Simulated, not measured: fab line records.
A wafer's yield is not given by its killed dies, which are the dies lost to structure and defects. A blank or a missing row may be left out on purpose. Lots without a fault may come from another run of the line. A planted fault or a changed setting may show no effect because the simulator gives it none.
Split-lot trial -- flow n5-finfet -- 21 wafers read across 7 lots, on a route 1938 steps long

THE SPLIT ITSELF
At N5_BEOL_M4_TRENCH_ETCH_37 (etches SiOC in C4F6/O2, target depth 55.555 nm, time 29.2 s), the setting bias-w was moved away from the recipe's 185 W on 7 of the 21 wafers read, by -14.8% to +17.6%. For the rest of the wafers, this setting stayed at what the recipe calls for.

Reading taken at the split's own step.

THE READING
rf-vpp-V, in V, at N5_BEOL_M4_TRENCH_ETCH_37 (etches SiOC in C4F6/O2, target depth 55.555 nm, time 29.2 s). On this fab line, fault-free wafers typically give 661 V with a standard deviation of 10 V.

wafer,"tool, chamber at the split","bias-w as run, W",against the recipe,"rf-vpp-V, V",against lot-mates on the recipe
L075.1,"rie-diel-06, 0",217.6,+17.6%,732,+58
L075.3,"rie-diel-06, 2",185,recipe,674,-
L075.4,"rie-diel-06, 2",185,recipe,674,-
L083.1,"rie-diel-01, 2",185,recipe,668,-
L083.2,"rie-diel-01, 0",185,recipe,663,-
L083.6,"rie-diel-01, 2",185,recipe,667,-
L084.3,"rie-diel-05, 3",185,recipe,646,-
L084.4,"rie-diel-05, 2",185,recipe,665,-
L084.6,"rie-diel-05, 2",185,recipe,664,-
L089.1,"rie-diel-05, 1",158,-14.6%,583,-91
L089.2,"rie-diel-05, 0",185,recipe,674,-
L089.4,"rie-diel-05, 1",158,-14.6%,583,-91
L091.4,"rie-diel-06, 0",185,recipe,644,-
L091.5,"rie-diel-06, 0",185,recipe,643,-
L091.6,"rie-diel-06, 3",185,recipe,649,-
L095.3,"rie-diel-05, 2",185,recipe,665,-
L095.4,"rie-diel-05, 1",175.2,-5.3%,632,-33
L095.5,"rie-diel-05, 0",175.2,-5.3%,647,-18
L097.2,"rie-diel-06, 3",157.6,-14.8%,572,-89
L097.4,"rie-diel-06, 1",157.6,-14.8%,582,-79
L097.5,"rie-diel-06, 1",185,recipe,661,-

FIT RESULTS
A straight line over all 21 wafers: rf-vpp-V changes by +5 V for each +1% of bias-w; r = +0.96; the points scatter about the line by 11 V.
The same after taking each lot's own level away (the mean of its wafers on the recipe; 21 wafers): +5.07 V for each +1%; r = +0.97; scatter 9.8 V.
On that fit, the largest move of bias-w shifts the reading by 89 V.
Measured against the standard deviation above, the lots' own levels, which go from 645.3 to 674.0 V, span 2.9 times it.
Hence the lot-to-lot level has little effect on the slope; both slopes agree.
Check: for one of the wafers moved furthest among these (+17.6%), held out of the fit, the line's prediction against its lot-mates is +105 V. It came out at +58 V against them.
Tool readings at the split's step, against how far the setting was moved: rf-vpp-V r = +0.96.

ADDITIONAL SPLITS CARRIED BY THESE WAFERS
These wafers also went through other splits before the reading. Each is held against what the fit with the lots' levels taken away leaves over:
other split on the same wafers,wafers away from the commonest value,r with rf-vpp-V (lot level and that fit taken away)
N5_BEOL_M3_TRENCH_ETCH_37 time-s,6,+0.28

THE FILE'S OWN FIT
rf-vpp-V changes by +4.84 V for each +1% of bias-w, r = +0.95.
